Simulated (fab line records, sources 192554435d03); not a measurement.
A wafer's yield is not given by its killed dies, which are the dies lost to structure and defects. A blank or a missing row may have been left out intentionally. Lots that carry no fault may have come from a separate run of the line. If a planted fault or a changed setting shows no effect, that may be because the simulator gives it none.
fab line records	flow n5_finfet
record: lots: 4	wafers: 12	last_day: 18
route steps=1938 shown DUMMY_GATE@256 SPACER0@258 SD_EPI_N@262 BEOL_M4@1111 PASSIVATION@1936
lots that met no fault: taken from a fault-free run of the same line
start_h: the number of hours between the record's first day and the start of the first shown wafer of the lot	wait_h: hours from the lot's prior step to this one	" repeats the value in the row above	L1.1+2: one row covering several wafers at once	- value missing, or start not given	* or withheld: withheld	< > ~ a bound
route shown NAME@n: NAME is a module with steps in the file, n the number in the route of the first one	usual: mean/standard deviation taken from wafers without a fault	same: alike in all rows	chamber/n: place in a boat	sites: each site's reading	_std_site: the values' standard deviation	_edge_site: mean of outer sites minus mean of inner sites	radius_mm: how far each site lies from the wafer's centre	mask NAME#n: copy n	behind: the tool/chamber that last shaped the wafer	hold: reason for holding the lot/hours on hold/outcome of the hold	device: the transistor (n, p or np) that didn't switch	end of line: tests run on the same wafers once the route is complete	a step with no rows: only its recipe	killed: count of dies lost to structure and defects at first sort (not the wafer's yield)	map: the dies of a wafer, with x for killed, . for not killed, _ for no die there
set.NAME: the run value of the setting; set.NAME@STEP: its run value at that earlier step	model.NAME: the simulator's own value behind a step, which no gauge read
a table for each step, a row for each wafer; lots at some steps of the route
services: when a tool's chamber went out of use (start_h, in hours from the record's first day, below 0 if earlier), for how many hours, and the reason
== steps ==
step: N5_DUMMY_GATE_UV_OZONE_45
recipe: time_s: 120	pressure_torr: 760	temp_c: 25
step: N5_SPACER0_ALD_07
recipe: material: SiNx	target_thk_a: 20	temp_c: 400	ald_precursor_family: SiH2I2	ald_co_reactant: N2/H2-plasma	pressure_torr: 2
step: N5_SPACER0_ALD_00
recipe: material: SiOCN	target_thk_a: 35	temp_c: 400	ald_precursor_family: alkyl-aminosilane	ald_co_reactant: O2/N2-plasma	pulse_time_s: 3	purge_time_s: 2	co_reactant_purge_time_s: 2	ald_cycles: 58	pressure_torr: 2
step: N5_SPACER0_ALD_08
recipe: material: SiNx	target_thk_a: 20	temp_c: 400	ald_precursor_family: SiH2I2	ald_co_reactant: N2/H2-plasma	pressure_torr: 2
step: N5_SD_EPI_N_COAT_32
recipe: resist: SOC	temp_c: 250	time_s: 60	spin_rpm: 1500	resist_thk_nm: 350
step: N5_SD_EPI_N_COAT_33
recipe: resist: SiARC	temp_c: 220	time_s: 60	spin_rpm: 1500	resist_thk_nm: 35
step: N5_SD_EPI_N_COAT_03
recipe: resist: CAR-ArF-block	spin_rpm: 1500	resist_thk_nm: 150
step: N5_SD_EPI_N_EBR_05
recipe: solvent: PGMEA	ebr_width_mm: 1.5
step: N5_SD_EPI_N_SOFTBAKE_04
recipe: temp_c: 110	time_s: 60	resist: CAR-ArF-block
step: N5_SD_EPI_N_EXPOSE_06
recipe: mask_id: SD_N_BLK	na: 1.35	source_shape: conventional	sigma_outer: 0.8	polarization: unpolarized	target_cd_nm: 120	dose_mj: 39.75
step: N5_SD_EPI_N_PEB_07
recipe: peb_temp_c: 110	peb_time_s: 60	resist: CAR-ArF-block
usual: exhaust_pa: 44.8/0.95	plate_temp_C: 109.98/0.11
lot.wafer	tool	chamber	start_h	wait_h	exhaust_pa	plate_temp_C
L597.2	litho_track-03	0	98.09	0.0	44.9	110.02
L597.3	"	0	"	"	43.9	109.95
L597.6	"	0	"	"	44.7	110.10
L601.3	litho_track-03	0	120.68	0.0	44.7	108.21
L601.4	"	0	"	"	43.8	108.15
L601.5	"	0	"	"	44.9	108.26
L604.1	litho_track-03	0	141.77	0.1	46.1	108.24
L604.2	"	0	"	"	45.8	108.29
L604.4	"	0	"	"	45.5	108.52
L611.3	litho_track-01	0	180.21	0.0	45.5	109.85
L611.5	"	0	"	"	44.9	110.04
L611.6	"	0	"	"	44.6	110.10
step: N5_SD_EPI_N_DEVELOP_08
recipe: develop_time_s: 30	developer: TMAH	resist: CAR-ArF-block	dev_temp_c: 23	rinse_liquid: diw	dry: air_spin
step: N5_SD_EPI_N_CD_MEAS_09
recipe: target_cd_nm: 120	landing_energy_ev: 500	detector: se_inlens
usual: cd_nm: 120.1/0.73
lot.wafer	tool	chamber	start_h	wait_h	cd_nm
L597.2	cd_sem-03	0	98.16	-	121.9
L597.3	"	0	"	"	121.0
L597.6	"	0	"	"	120.0
L601.3	cd_sem-01	0	120.74	-	114.8
L601.4	"	0	"	"	116.7
L601.5	"	0	"	"	115.9
L604.1	cd_sem-02	0	141.84	-	116.9
L604.2	"	0	"	"	115.8
L604.4	"	0	"	"	116.4
L611.3	cd_sem-02	0	180.28	-	120.1
L611.5	"	0	"	"	120.8
L611.6	"	0	"	"	119.6
step: N5_SD_EPI_N_DESCUM_14
recipe: chemistry: O2	time_s: 7.9	source_power_w: 50	bias_power_w: 20	pressure_mtorr: 20	rf_frequency_hz: 2.712e+07	temp_c: 40	resist: CAR-ArF-block	o2_flow_sccm: 225
usual: drypump_motor_current_A: 5.6/0.53	oes_product_au: 0.75/0.08	rf_vpp_V: 243.1/1.5	showerhead_plenum_p_Torr: 2.09/0.083	throttle_valve_pct: 20.41/0.25
lot.wafer	tool	chamber	start_h	wait_h	drypump_motor_current_A	oes_product_au	rf_hours_counter_h	rf_vpp_V	showerhead_plenum_p_Torr	throttle_valve_pct	model.SD_EPI_N.cd_nm
L597.2	rie_diel-05	0	98.47	0.3	5.2	0.71	160	243.6	2.07	19.99	121.8
L597.3	"	2	"	"	6.2	0.72	169	240.5	1.99	20.65	121.2
L597.6	"	3	"	"	4.8	0.74	-	243.8	2.18	20.35	119.6
L601.3	rie_diel-01	3	120.83	0.0	5.7	0.67	247	242.2	2.08	20.60	114.4
L601.4	"	0	"	"	6.0	0.70	-	243.5	2.20	20.65	116.6
L601.5	"	3	"	"	5.8	0.66	-	244.4	2.08	20.59	115.8
L604.1	rie_diel-01	2	141.93	0.0	5.6	0.99	2	246.1	2.25	20.09	116.4
L604.2	"	0	"	"	6.0	0.70	195	245.0	2.20	20.67	116
L604.4	"	1	"	"	5.9	0.72	-	245.7	2.18	20.53	116.6
L611.3	rie_diel-03	0	180.36	0.0	5.2	0.89	12	244.9	2.21	20.05	120.2
L611.5	"	2	"	"	4.7	0.68	-	241.6	2.06	20.49	120.8
L611.6	"	3	"	"	6.4	0.75	-	241.0	2.00	20.65	119.8
step: N5_SD_EPI_N_ETCH_34
recipe: chemistry: CF4	target: SiARC	target_depth_a: 455	mask_material: CAR-ArF-block	time_s: 75.8	ion_energy_ev: 80	pressure_mtorr: 40	source_w: 545	bias_w: 36	Ar_flow_sccm: 100	cf4_flow_sccm: 100	ends: cleared
step: N5_SD_EPI_N_ETCH_35
recipe: chemistry: N2/H2	target: SOC	overetch_a: 1080	mask_material: SiARC	temp_c: 40	ion_energy_ev: 100	source_w: 3000	bias_w: 133	pressure_mtorr: 20	time_s: 486	n2_flow_sccm: 200	h2_flow_sccm: 200
step: N5_SD_EPI_N_STRIP_36
recipe: chemistry: N2/H2	temp_c: 40	n2_flow_sccm: 200	h2_flow_sccm: 200	rf_frequency_hz: 6e+07
step: N5_SD_EPI_N_ETCHBACK_44
recipe: chemistry: CH3F/O2	mode: anisotropic_etchback	target: SiNx	target_depth_a: 145	stop_on: SiO2	over_etch_frac: 0.3	ion_energy_ev: 120	pressure_mtorr: 30	source_w: 395	bias_w: 73	Ar_flow_sccm: 150	CH3F_flow_sccm: 30	O2_flow_sccm: 20
step: N5_SD_EPI_N_ETCH_45
recipe: chemistry: CH3F/O2	target: SiOCN	target_depth_a: 60	mask_material: SOC	ion_energy_ev: 60	bias_w: 29	pressure_mtorr: 15	source_w: 410	Ar_flow_sccm: 150	CH3F_flow_sccm: 30	O2_flow_sccm: 20
step: N5_SD_EPI_N_ETCH_16
recipe: chemistry: CHF3/O2	target: SiO2	target_depth_a: 50	mask_material: SOC	pressure_mtorr: 30	source_w: 650	bias_w: 170	Ar_flow_sccm: 200	CHF3_flow_sccm: 50	O2_flow_sccm: 5	ion_energy_ev: 200
step: N5_SD_EPI_N_STRIP_47
recipe: chemistry: CHF3/O2	resist: SiARC	rf_frequency_hz: 6e+07
step: N5_SD_EPI_N_SD_RECESS_17
recipe: chemistry: HBr/Cl2/O2	target_depth_a: 410	mask_material: SOC	time_s: 23.7	bt_time_s: 3	pressure_mtorr: 10	icp_w: 800	bias_w: 112	HBr_flow_sccm: 150	Cl2_flow_sccm: 80	O2_flow_sccm: 12
usual: drypump_motor_current_A: 5.5/0.61	oes_product_au: 1.002/0.014	throttle_valve_pct: 37.1/0.34
lot.wafer	tool	chamber	start_h	wait_h	drypump_motor_current_A	oes_product_au	rf_hours_counter_h	throttle_valve_pct	model.SD_EPI_N.cd_nm
L597.2	rie_si-03	1	99.16	0.0	6.1	0.984	6	37.2	120.8
L597.3	"	3	"	"	6.0	0.985	19	37.1	120.8
L597.6	"	1	"	"	6.1	0.989	-	37.2	121.8
L601.3	rie_si-03	1	121.52	0.0	6.1	0.991	6	37.2	114.6
L601.4	"	3	"	"	6.0	0.994	20	37.2	114.2
L601.5	"	1	"	"	6.0	0.995	-	37.2	116
L604.1	rie_si-05	0	142.61	0.0	5.6	1.020	94	37.1	118.8
L604.2	"	1	"	"	4.9	0.984	4	37.3	114.6
L604.4	"	2	"	"	6.4	1.012	142	37.1	118
L611.3	rie_si-04	1	181.05	0.0	5.7	1.017	33	37.3	120
L611.5	"	2	"	"	4.7	1.007	-	37.6	121.4
L611.6	"	1	"	"	5.8	1.016	-	37.3	118.6
step: N5_SD_EPI_N_STRIP_38
recipe: chemistry: N2/H2	power_w: 1000	temp_c: 250	h2_frac: 0.65	overash_fraction: 0.3	pressure_mtorr: withheld	n2_flow_sccm: 1750	h2_flow_sccm: 3250
step: N5_BEOL_M4_RC_MEAS_101
usual: DIBL_N: 37.0/2.3	DIBL_P: 37.3/2.8	IOFF_N: 0.17/0.046	IOFF_P: 0.23/0.054	ION_N: 675/14	ION_P: 460/9.3	SS_N: 71.7/0.73	SS_P: 73.6/0.95	VT_N: 249/3.9	VT_P: -250/3.9
lot.wafer	tool	chamber	start_h	wait_h	DIBL_N[mV/V]	DIBL_P[mV/V]	IOFF_N[nA/um]	IOFF_P[nA/um]	ION_N[uA/um]	ION_P[uA/um]	SS_N[mV/dec]	SS_P[mV/dec]	VT_N[mV]	VT_P[mV]
L597.2	prober-01	0	222.07	0.2	38.3	39.4	0.18	0.25	682	467	71.4	74.4	250	-247
L597.3	"	0	"	"	34.8	35.4	0.12	0.18	660	459	71.0	72.6	251	-253
L597.6	"	0	"	"	34.6	34.6	0.11	0.17	643	453	70.5	72.4	258	-253
L601.3	prober-02	0	248.51	0.3	36.3	37.7	0.16	0.24	667	464	71.0	73.4	248	-247
L601.4	"	0	"	"	34.2	34.5	0.13	0.20	659	461	70.2	73.1	251	-249
L601.5	"	0	"	"	38.9	40.7	0.24	0.32	700	478	71.8	74.5	243	-243
L604.1	prober-01	0	275.30	0.0	38.0	38.8	0.17	0.22	671	458	71.5	73.4	249	-253
L604.2	"	0	"	"	36.8	37.0	0.16	0.20	687	464	71.2	73.2	249	-253
L604.4	"	0	"	"	38.4	38.4	0.18	0.21	684	464	72.2	73.4	248	-252
L611.3	prober-02	0	320.02	0.3	34.7	34.0	0.13	0.18	655	449	71.6	73.3	252	-252
L611.5	"	0	"	"	42.4	44.0	0.32	0.37	699	473	74.0	75.3	242	-244
L611.6	"	0	"	"	37.3	38.3	0.20	0.25	673	458	72.0	74.7	248	-248
step: N5_PASSIVATION_PROBE_49
usual: defect_limited_yield: 91.5/1.3	killed_at_M0_to_M3: 36/10	killed_at_M4_up: 13/4.7	killed_at_contacts: 13/6.7	killed_at_front_end: 37/9.7	killed_at_other: 2.6/2.3	killed_dies: 101/15	killed_on_rim: 14/4.3	killed_open: 67/12	killed_short: 32/6.7	sort_bin_4_leakage: 0.0/0.31	sort_bin_5_function: 5.0/0.89	sort_bin_6_memory: 3.2/0.63	sort_n_pass: 1079/16	sort_yield_pct: 91.4/1.4
same: gross_dies: 1180	killed_at_back_side: 0	sort_bin_8_speed[%]: 0
lot.wafer	tool	chamber	start_h	wait_h	defect_limited_yield[%]	killed_at_M0_to_M3	killed_at_M4_up	killed_at_contacts	killed_at_front_end	killed_at_other	killed_dies	killed_on_rim	killed_open	killed_short	sort_bin_4_leakage[%]	sort_bin_5_function[%]	sort_bin_6_memory[%]	sort_n_pass	sort_yield_pct[%]
L597.2	prober-01	-	343.95	0.1	91.3	37	14	21	30	1	103	12	65	38	0	4.7	3.5	1077	91.3
L597.3	prober-01	-	344.00	0.1	92.8	38	9	18	19	1	85	9	58	27	0	5.6	1.4	1095	92.8
L597.6	prober-01	-	344.15	0.3	93.3	41	13	8	16	1	79	12	55	24	0	4.3	2.3	1101	93.3
L601.4	prober-01	-	364.20	0.2	90.8	53	8	13	32	3	109	14	69	38	0	5.9	3.1	1071	90.8
killed by level:class
L597.2 MOL_CONTACT_COAG:geometric_particle:open=16 BEOL_M0_SAQP:geometric_particle:short=12 FIN_SAQP:geometric_particle:open=9 BEOL_M0_SAQP:geometric_particle:open=9 FIN_SAQP:geometric_particle:short=8 MOL_CONTACT_COAG:geometric_particle:short=5 BEOL_M3:geometric_particle:open=5 GATE_CUT:geometric_particle:short=4
L597.3 MOL_CONTACT_COAG:geometric_particle:open=16 BEOL_M2:geometric_particle:open=9 STI_FIN_REVEAL:geometric_particle:open=6 BEOL_M0_SAQP:geometric_particle:short=6 BEOL_M0_SAQP:geometric_particle:open=6 BEOL_M3:geometric_particle:open=5 STARTING-WAFER:geometric_particle:short=5 GATE_CUT:geometric_particle:short=4
L597.6 BEOL_M3:geometric_particle:open=10 BEOL_M0_SAQP:geometric_particle:open=9 BEOL_M0_SAQP:geometric_particle:short=7 BEOL_M2:geometric_particle:open=6 MOL_CONTACT_COAG:geometric_particle:open=5 GATE_CUT:geometric_particle:open=4 STARTING-WAFER:geometric_particle:open=4 MOL_CONTACT_COAG:geometric_particle:short=3
L601.4 BEOL_M0_SAQP:geometric_particle:open=20 BEOL_M0_SAQP:geometric_particle:short=13 MOL_CONTACT_COAG:geometric_particle:open=11 BEOL_M1:geometric_particle:open=7 BEOL_M2:geometric_particle:open=6 FIN_SAQP:geometric_particle:short=5 STI_FIN_REVEAL:geometric_particle:open=5 FIN_SAQP:geometric_particle:open=4
== services ==
tool	chamber	start_h	hours	kind
rie_diel-01	2	91.24	11.0	repair
rie_diel-05	1	93.44	4.1	repair
rie_diel-03	1	97.59	-	clean
rie_diel-03	1	97.59	-	consumable_replace:focus_ring
rie_diel-03	1	97.59	16.3	scheduled_down
rie_diel-03	1	97.59	16.3	vent_cycle
rie_diel-01	2	119.57	-	clean
rie_diel-01	2	119.57	-	consumable_replace:focus_ring
rie_diel-01	2	119.57	-	consumable_replace:showerhead
rie_diel-01	2	119.57	18.6	scheduled_down
rie_diel-01	2	119.57	18.6	vent_cycle
rie_diel-03	0	123.05	-	clean
rie_diel-03	0	123.05	-	consumable_replace:focus_ring
rie_diel-03	0	123.05	-	consumable_replace:showerhead
rie_diel-03	0	123.05	20.3	scheduled_down
rie_diel-03	0	123.05	20.3	vent_cycle
litho_track-01	-	134.04	-	consumable_replace:filter
rie_diel-01	3	138.40	-	clean
rie_diel-01	3	138.40	-	consumable_replace:focus_ring
rie_diel-01	3	138.40	15.9	scheduled_down
rie_diel-01	3	138.40	15.9	vent_cycle
rie_si-05	1	162.07	3.3	repair
== key ==
first_sign: step: N5_SD_EPI_N_PEB_07	reading: plate_temp_C	direction: down	sigmas: 15	usual: *	struck: *
effect: step: N5_SD_EPI_N_CD_MEAS_09	reading: cd_nm	direction: down	sigmas: 5.4	usual: 120.1	struck: 116.1
model_effect: step: N5_SD_EPI_N_DESCUM_14	value: SD_EPI_N.cd_nm	without: 120.4	struck: 116
model_effect: step: N5_SD_EPI_N_SD_RECESS_17	value: SD_EPI_N.cd_nm	without: 120.5	struck: 116
met_at N5_SD_EPI_N_PEB_07
struck_wafers L601.3,L601.4,L601.5,L604.1,L604.2,L604.4
onset_between 98.09 120.68
fault: kind: process_parameter_drift	tool: litho_track-03	chamber: -	onset_h: 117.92	steps: N5_SD_EPI_N_PEB_07	channel: peb_temp_c	offset: *	shape: step	end_h: 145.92	acts_in: *	stated: *
